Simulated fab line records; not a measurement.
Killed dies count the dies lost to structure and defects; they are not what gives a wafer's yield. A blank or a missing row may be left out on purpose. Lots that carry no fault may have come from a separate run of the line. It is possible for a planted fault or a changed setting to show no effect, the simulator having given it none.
Which tool was responsible?	flow n5-finfet	9 lots with 27 wafers sampled at 5 steps, on a route of 1938 steps

== WHAT EACH GAUGE READ, for each wafer ==
N5_BEOL_M4_RC_MEAS_101. Usual: DIBL_N 36.0 mV/V, standard deviation 1.3; DIBL_P 36.2 mV/V, standard deviation 1.7; IOFF_N 0.155 nA/um, standard deviation 0.024; IOFF_P 0.21 nA/um, standard deviation 0.034; ION_N 674 uA/um, standard deviation 9; ION_P 463 uA/um, standard deviation 7.1; SS_N 71.4 mV/dec, standard deviation 0.5; SS_P 73.4 mV/dec, standard deviation 0.57; VT_N 250.0 mV, standard deviation 2.8; VT_P -251 mV, standard deviation 3.2.
lot	measured	on	DIBL_N (mV/V)	DIBL_P (mV/V)	IOFF_N (nA/um)	IOFF_P (nA/um)	ION_N (uA/um)	ION_P (uA/um)	SS_N (mV/dec)	SS_P (mV/dec)	VT_N (mV)	VT_P (mV)	flag
L463	day 9 19:06	prober-01	34.4 32.8 34.7	34.2 32.1 34.6	0.113 0.097 0.123	0.17 0.14 0.18	654 654 664	457 454 460	70.8 70.5 71.1	72.5 72.9 73.6	255.3 255.2 254.6	-254 -256 -253	
L464	day 11 04:40	prober-01	35.0 37.0 36.8	35.0 37.2 37.1	0.125 0.158 0.155	0.17 0.20 0.20	663 673 667	455 454 458	71.2 72.1 71.5	73.1 73.6 73.3	253.3 252.0 248.5	-254 -251 -251	
L471	day 12 11:48	prober-02	36.0 35.0 35.2	37.5 35.7 36.4	0.157 0.144 0.153	0.21 0.18 0.19	672 667 678	459 452 462	71.7 71.4 70.7	73.4 73.0 74.2	250.7 251.3 250.9	-251 -252 -251	
L472	day 12 12:08	prober-01	37.8 35.8 36.3	37.2 35.1 35.3	0.186 0.156 0.159	0.20 0.18 0.18	682 681 671	457 458 460	72.0 70.8 70.4	73.3 73.1 73.6	248.8 248.2 250.2	-254 -255 -255	
L481	day 13 08:01	prober-02	38.0 38.5 37.6	38.1 38.8 37.3	0.182 0.194 0.169	0.29 0.30 0.27	677 677 682	472 472 474	71.6 72.2 71.2	74.0 74.7 73.8	249.0 250.4 250.2	-244 -244 -244	
L480	day 14 10:12	prober-01	35.4 34.7 35.4	37.6 37.2 38.1	0.143 0.137 0.149	0.19 0.18 0.20	670 666 676	459 456 467	71.4 71.4 72.0	73.7 73.1 73.9	252.1 250.1 250.3	-254 -253 -251	
L486	day 15 11:43	prober-01	35.7 34.8 34.3	34.9 34.3 34.5	0.135 0.120 0.121	0.20 0.19 0.19	676 668 664	464 464 464	70.9 71.0 70.4	73.0 72.4 72.5	251.9 255.6 253.3	-251 -249 -250	
L484	day 16 13:35	prober-01	34.7 35.3 35.4	32.5 34.4 33.5	0.112 0.135 0.127	0.16 0.18 0.17	663 673 668	452 460 458	71.0 70.2 70.6	73.3 72.5 72.5	256.1 253.0 254.5	-255 -251 -253	
L483	day 16 09:26	prober-01	34.5 36.4 35.0	35.1 37.7 35.5	0.136 0.172 0.146	0.18 0.22 0.19	669 680 671	456 468 467	70.9 71.4 71.5	73.0 73.1 72.6	251.0 246.8 249.7	-253 -251 -251	

== WHAT TOOL EACH LOT RAN ON (gives the tool, then ch and the chambers of the sampled wafers, and finally the start) ==
lot	N5_BEOL_M4_DESCUM_16	N5_BEOL_M4_ETCH_69	N5_BEOL_M4_ETCH_70	N5_BEOL_M4_PRE_CLEAN_45
L463	rie-diel-04 ch 0,2, day 8 15:14	rie-diel-05 ch 0,2,3, day 8 16:19	rie-diel-04 ch 1,2,3, day 9 14:26	pvd-sputter-01, day 9 15:04
L464	rie-diel-05 ch 0,2,3, day 10 02:02	rie-diel-02 ch 0,2, day 10 03:02	rie-diel-02 ch 0,1,2, day 10 22:07	pvd-sputter-03, day 11 00:37
L471	rie-diel-04 ch 2,3, day 11 01:11	rie-diel-05 ch 0,1,3, day 11 02:43	rie-diel-02 ch 0,1, day 12 06:24	pvd-sputter-02, day 12 07:35
L472	rie-diel-02 ch 0,1,2, day 11 02:46	rie-diel-04 ch 0,1,2, day 11 04:06	rie-diel-02 ch 0,1,2, day 12 06:53	pvd-sputter-03, day 12 07:52
L481	rie-diel-04 ch 0,1,3, day 12 01:43	rie-diel-05 ch 0,1,3, day 12 02:38	rie-diel-05 ch 0,1,3, day 13 03:41	pvd-sputter-03, day 13 04:22
L480	rie-diel-05 ch 0,1,3, day 13 13:55	rie-diel-02 ch 0,1,3, day 13 14:55	rie-diel-05 ch 0,1,3, day 14 05:38	pvd-sputter-03, day 14 06:25
L486	rie-diel-02 ch 0,1,3, day 14 11:07	rie-diel-05 ch 0,1, day 14 12:03	rie-diel-04 ch 0,1,2, day 15 07:01	pvd-sputter-03, day 15 07:42
L484	rie-diel-04 ch 1,3, day 15 04:01	rie-diel-05 ch 0,3, day 15 05:04	rie-diel-02 ch 0,1,2, day 15 23:36	pvd-sputter-01, day 16 00:22
L483	rie-diel-04 ch 0,2,3, day 15 09:10	rie-diel-04 ch 2,3, day 15 10:07	rie-diel-04 ch 0,1, day 16 02:47	pvd-sputter-03, day 16 04:01
- N5_BEOL_M4_DESCUM_16: chemistry O2, time 7 s.
- N5_BEOL_M4_ETCH_69: etches SiARC in CF4, target depth 15.6 nm, time 26 s.
- N5_BEOL_M4_ETCH_70: etches SOC in N2/H2, target depth 80 nm, overetch 24 nm, time 130 s.
- N5_BEOL_M4_PRE_CLEAN_45: time 30 s.

== AS READ BY THE TOOLS THEMSELVES (means over the sampled wafers that have a number; for cases with no such wafer, the mark the record gives instead) ==
N5_BEOL_M4_DESCUM_16. Usual: drypump-motor-current-A 5.8 A, standard deviation 0.41; oes-product-au 0.76 a.u., standard deviation 0.085; rf-vpp-V 243.2 V, standard deviation 1.1; showerhead-plenum-p-Torr 2.10 Torr, standard deviation 0.04; throttle-valve-pct 20.38 %, standard deviation 0.17.
lot	tool	drypump-motor-current-A (A)	oes-product-au (a.u.)	rf-vpp-V (V)	showerhead-plenum-p-Torr (Torr)	throttle-valve-pct (%)	flag
L463	rie-diel-04	6.1	0.70	243.2	2.08	20.35	
L464	rie-diel-05	5.8	0.73	243.3	2.11	20.35	
L471	rie-diel-04	5.6	0.68	243.5	2.12	20.52	
L472	rie-diel-02	5.6	0.75	243.0	2.09	20.53	
L481	rie-diel-04	5.6	0.77	243.1	2.11	20.32	
L480	rie-diel-05	6.0	0.75	243.1	2.09	20.36	
L486	rie-diel-02	5.9	0.80	243.2	2.10	20.38	
L484	rie-diel-04	5.3	0.94	243.6	2.13	20.08	
L483	rie-diel-04	5.8	0.82	242.9	2.08	20.28	

N5_BEOL_M4_ETCH_69. Usual: drypump-motor-current-A 5.8 A, standard deviation 0.43; etch-rf-on-time-s 26.08 s, standard deviation 0.27; oes-product-au 0.63 a.u., standard deviation 0.06; rf-vpp-V 184.2 V, standard deviation 0.96; showerhead-plenum-p-Torr 2.14 Torr, standard deviation 0.041; throttle-valve-pct 15.63 %, standard deviation 0.17.
lot	tool	drypump-motor-current-A (A)	etch-rf-on-time-s (s)	oes-product-au (a.u.)	rf-vpp-V (V)	showerhead-plenum-p-Torr (Torr)	throttle-valve-pct (%)	flag
L463	rie-diel-05	5.8	26.26	0.63	183.7	2.17	15.57	
L464	rie-diel-02	5.3	26.22	0.65	183.9	2.14	15.74	
L471	rie-diel-05	6.0	26.10	0.65	185.0	2.15	15.56	
L472	rie-diel-04	5.8	26.13	0.59	184.7	2.14	15.66	
L481	rie-diel-05	6.0	26.04	0.64	184.0	2.15	15.58	
L480	rie-diel-02	5.9	25.78	0.69	183.8	2.15	15.59	
L486	rie-diel-05	6.2	25.95	0.66	183.5	2.10	15.52	
L484	rie-diel-05	5.7	26.07	0.60	184.6	2.18	15.73	
L483	rie-diel-04	5.6	25.74	0.72	184.1	2.16	15.56	

N5_BEOL_M4_ETCH_70. Usual: drypump-motor-current-A is 5.7 A with standard deviation 0.43, n2-flow-sccm is 200.0 sccm with standard deviation 0.58, oes-product-au is 0.57 a.u. with standard deviation 0.069, rf-vpp-V is 524.1 V with standard deviation 1.5, run-length-s is 153.3 s with standard deviation 0.47, showerhead-plenum-p-Torr is 2.55 Torr with standard deviation 0.048, and throttle-valve-pct is 17.81 % with standard deviation 0.2.
lot	tool	drypump-motor-current-A (A)	n2-flow-sccm (sccm)	oes-product-au (a.u.)	rf-vpp-V (V)	run-length-s (s)	showerhead-plenum-p-Torr (Torr)	throttle-valve-pct (%)	flag
L463	rie-diel-04	5.7	199.9	0.52	524.6	153.4	2.58	17.88	
L464	rie-diel-02	5.6	200.4	0.56	525.0	153.3	2.54	17.95	
L471	rie-diel-02	5.9	199.7	0.55	522.9	153.6	2.53	17.91	
L472	rie-diel-02	5.6	200.2	0.58	524.1	145.3	2.53	17.97	OFF
L481	rie-diel-05	6.0	200.1	0.55	524.1	153.3	2.54	17.72	
L480	rie-diel-05	6.0	199.7	0.55	523.8	153.4	2.54	17.73	
L486	rie-diel-04	5.8	200.5	0.61	524.0	153.3	2.53	17.58	
L484	rie-diel-02	5.6	200.0	0.53	523.0	153.2	2.52	18.02	
L483	rie-diel-04	5.8	200.2	0.65	522.6	153.3	2.53	17.47	

N5_BEOL_M4_PRE_CLEAN_45. Usual: heater-power-w reads 333 W (standard deviation 28).
lot	tool	heater-power-w (W)	flag
L463	pvd-sputter-01	360	
L464	pvd-sputter-03	318	
L471	pvd-sputter-02	332	
L472	pvd-sputter-03	322	
L481	pvd-sputter-03	318	
L480	pvd-sputter-03	319	
L486	pvd-sputter-03	323	
L484	pvd-sputter-01	337	
L483	pvd-sputter-03	338	

== THE ANSWER, worked out from the rows above alone ==
Rule: a lot is off if the mean of its wafers that have a number lies more than 3 standard deviations from the usual mean. Also off: a lot with no number at a reading for which 4 or more lots have one. The other lots that the step has rows for count as sound. Order of review: gauges by route order, followed by the tools' own readings, for which a lot's mean as printed above is used. At the first step where some lot is off, the reading lying furthest off is the one used; lots without a number count as furthest.
Off: L472 (N5_BEOL_M4_ETCH_70, run-length-s).
A tool fits if, at that step or a process step before it, it ran every lot that is off, and no sound lot after the first of them. Not one of the candidates tried fits.

== WHAT THE SIMULATOR PUT IN ==
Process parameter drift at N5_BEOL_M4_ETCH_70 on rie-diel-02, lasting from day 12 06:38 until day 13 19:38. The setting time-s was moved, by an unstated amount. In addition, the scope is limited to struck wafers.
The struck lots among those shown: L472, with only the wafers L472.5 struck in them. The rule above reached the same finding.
